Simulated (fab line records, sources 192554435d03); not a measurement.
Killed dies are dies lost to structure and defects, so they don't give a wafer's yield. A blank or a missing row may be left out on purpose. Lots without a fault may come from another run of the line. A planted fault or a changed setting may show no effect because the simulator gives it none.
Chamber matching | flow n5_finfet | N5_GATE_CUT_STRIP_59 on rie_diel-02: 4 sister chambers
The step strips in N2/H2, time 20 s. 18 wafers are shown with their chamber, then 9 later ones without.

WAFERS WITH THEIR CHAMBER
wafer  | chamber | drypump_motor_current_A (A) | showerhead_plenum_p_Torr (Torr) | throttle_valve_pct (%)
L074.1 | 1       | 5.7                         | 3.39                            | 11.95
L074.4 | 3       | 5.6                         | 3.21                            | 12.31
L074.6 | 3       | 5.6                         | 3.21                            | 12.32
L076.2 | 0       | 5.1                         | 3.46                            | 12.25
L076.3 | 1       | 5.7                         | 3.38                            | 11.96
L076.4 | 2       | 6.5                         | 3.39                            | 12.45
L085.3 | 1       | 5.7                         | 3.38                            | 12.00
L085.4 | 2       | 6.5                         | 3.38                            | 12.50
L085.5 | 0       | 5.1                         | 3.45                            | 12.31
L086.1 | 0       | 5.1                         | 3.45                            | 12.30
L086.2 | 1       | 5.8                         | 3.38                            | 12.00
L086.4 | 0       | 5.1                         | 3.45                            | 12.30
L087.2 | 1       | 5.7                         | 3.38                            | 12.02
L087.4 | 1       | 5.8                         | 3.37                            | 12.00
L087.5 | 0       | 5.1                         | 3.45                            | 12.31
L088.3 | 0       | 5.1                         | 3.45                            | 12.32
L088.4 | 0       | 5.0                         | 3.45                            | 12.31
L088.5 | 1       | 5.8                         | 3.37                            | 12.02

SIGNATURES (means of the wafers above)
reading                  | chamber 0 | chamber 1 | chamber 2 | chamber 3 | scatter within a chamber
drypump_motor_current_A  | 5.086     | 5.743     | 6.500     | 5.600     | 0.0429
showerhead_plenum_p_Torr | 3.4514    | 3.3786    | 3.3850    | 3.2100    | 0.00549
throttle_valve_pct       | 12.3000   | 11.9929   | 12.4750   | 12.3150   | 0.0254
Rule: a wafer's distance from a chamber is the root of the sum, over the readings, of the square of ((its reading less the chamber's mean) divided by the reading's scatter). The wafer belongs to the nearest chamber; if the next one is less than 2 further off, it can't be placed. The scatter: the root of (the sum of the squares of (reading less its chamber's mean) over the shown wafers, divided by (wafers less chambers)).

WAFERS WITHOUT THEIR CHAMBER
wafer  | drypump_motor_current_A (A) | showerhead_plenum_p_Torr (Torr) | throttle_valve_pct (%)
L092.1 | 5.6                         | 3.60                            | 11.75
L092.2 | 5.8                         | 3.37                            | 12.03
L092.5 | 5.6                         | 3.60                            | 11.74
L093.3 | 5.8                         | 3.37                            | 12.03
L093.4 | 5.1                         | 3.44                            | 12.32
L093.6 | 5.6                         | 3.60                            | 11.76
L097.1 | 5.8                         | 3.37                            | 12.05
L097.2 | 5.1                         | 3.44                            | 12.36
L097.5 | 5.8                         | 3.37                            | 12.07

WHICH CHAMBER EACH WENT THROUGH
wafer  | from the rows above | in truth
L092.1 | 0                   | 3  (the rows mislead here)
L092.2 | 1                   | 1
L092.5 | 0                   | 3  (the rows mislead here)
L093.3 | 1                   | 1
L093.4 | 0                   | 0
L093.6 | 0                   | 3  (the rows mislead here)
L097.1 | 1                   | 1
L097.2 | 0                   | 0
L097.5 | 1                   | 1
Placed correctly: 6 of 9. Can't be placed from these rows: 0. Placed wrongly: 3.
